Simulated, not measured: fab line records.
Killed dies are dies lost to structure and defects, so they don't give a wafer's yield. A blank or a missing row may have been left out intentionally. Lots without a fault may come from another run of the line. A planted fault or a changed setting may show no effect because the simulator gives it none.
Which tool was responsible? / flow nand-harc / 6 lots with 18 wafers sampled at 3 steps, on a route of 1302 steps

## WHAT THE GAUGES READ, wafer by wafer
NHARC_A_ONON_D1_THK_MEAS_02: measures by ellipsometry.
lot=L678; measured=day 8 12:27; on=film-metro-01; thk-nm (nm)=1012 1011 1011
lot=L683; measured=day 10 20:34; on=film-metro-02; thk-nm (nm)=868 1015 1014
lot=L690; measured=day 14 02:19; on=film-metro-02; thk-nm (nm)=1007 1007 1005
lot=L694; measured=day 15 02:28; on=film-metro-01; thk-nm (nm)=1012 1013 1012
lot=L696; measured=day 15 23:11; on=film-metro-02; thk-nm (nm)=993 992 993
lot=L698; measured=day 17 06:59; on=film-metro-01; thk-nm (nm)=996 993 995

## WHICH TOOL RAN EACH LOT (tool, then ch and the chambers of the sampled wafers, then the start)
lot=L678; NHARC_P_BONDPAD_ACTIVATE_29=rie-diel-01 ch 1,2,3, day 7 12:36; NHARC_A_ONON_D1_DEP_00=pecvd-onon-03 ch 0, day 8 12:00
lot=L683; NHARC_P_BONDPAD_ACTIVATE_29=rie-diel-11 ch 1,2,3, day 9 18:27; NHARC_A_ONON_D1_DEP_00=pecvd-onon-02 ch 0, day 10 20:11
lot=L690; NHARC_P_BONDPAD_ACTIVATE_29=rie-diel-01 ch 1,3, day 12 23:17; NHARC_A_ONON_D1_DEP_00=pecvd-onon-02 ch 0, day 14 01:52
lot=L694; NHARC_P_BONDPAD_ACTIVATE_29=rie-diel-11 ch 0,3, day 14 00:55; NHARC_A_ONON_D1_DEP_00=pecvd-onon-02 ch 0, day 15 01:57
lot=L696; NHARC_P_BONDPAD_ACTIVATE_29=rie-diel-01 ch 0,1,2, day 14 21:37; NHARC_A_ONON_D1_DEP_00=pecvd-onon-02 ch 0, day 15 22:43
lot=L698; NHARC_P_BONDPAD_ACTIVATE_29=rie-diel-11 ch 0,1,2, day 16 03:45; NHARC_A_ONON_D1_DEP_00=pecvd-onon-02 ch 0, day 17 06:28
- NHARC_P_BONDPAD_ACTIVATE_29: chemistry N2, time 60 s.
- NHARC_A_ONON_D1_DEP_00: target thk 1000 nm.

## THE ANSWER, worked out from the rows above alone
Rule: the usual values come from the lots themselves. Put in order of their means at a reading, lots are off if they are a third of the lots or fewer, leave a main group of 4 or more, and stand apart from it by a gap of 3 or more times the standard deviation of the main group's means; of several such gaps the widest counts. A main group whose means are all the same, to the digits that the tables above print for the reading, isn't used. A lot without any number at a reading at which 4 lots or more have one is off too. All remaining lots with rows at the step are treated as sound.
Off at NHARC_A_ONON_D1_THK_MEAS_02 (thk-nm): L683. Mean 1003 nm and standard deviation 8.3 in the main group.
If a tool, at a process step before that reading, ran all the lots that are off and no sound lot after the first of them, it fits. The gauges at NHARC_A_ONON_D1_THK_MEAS_02 are tried like those tools. Of those tried, none fits.

## WHAT THE SIMULATOR HAD INSERTED
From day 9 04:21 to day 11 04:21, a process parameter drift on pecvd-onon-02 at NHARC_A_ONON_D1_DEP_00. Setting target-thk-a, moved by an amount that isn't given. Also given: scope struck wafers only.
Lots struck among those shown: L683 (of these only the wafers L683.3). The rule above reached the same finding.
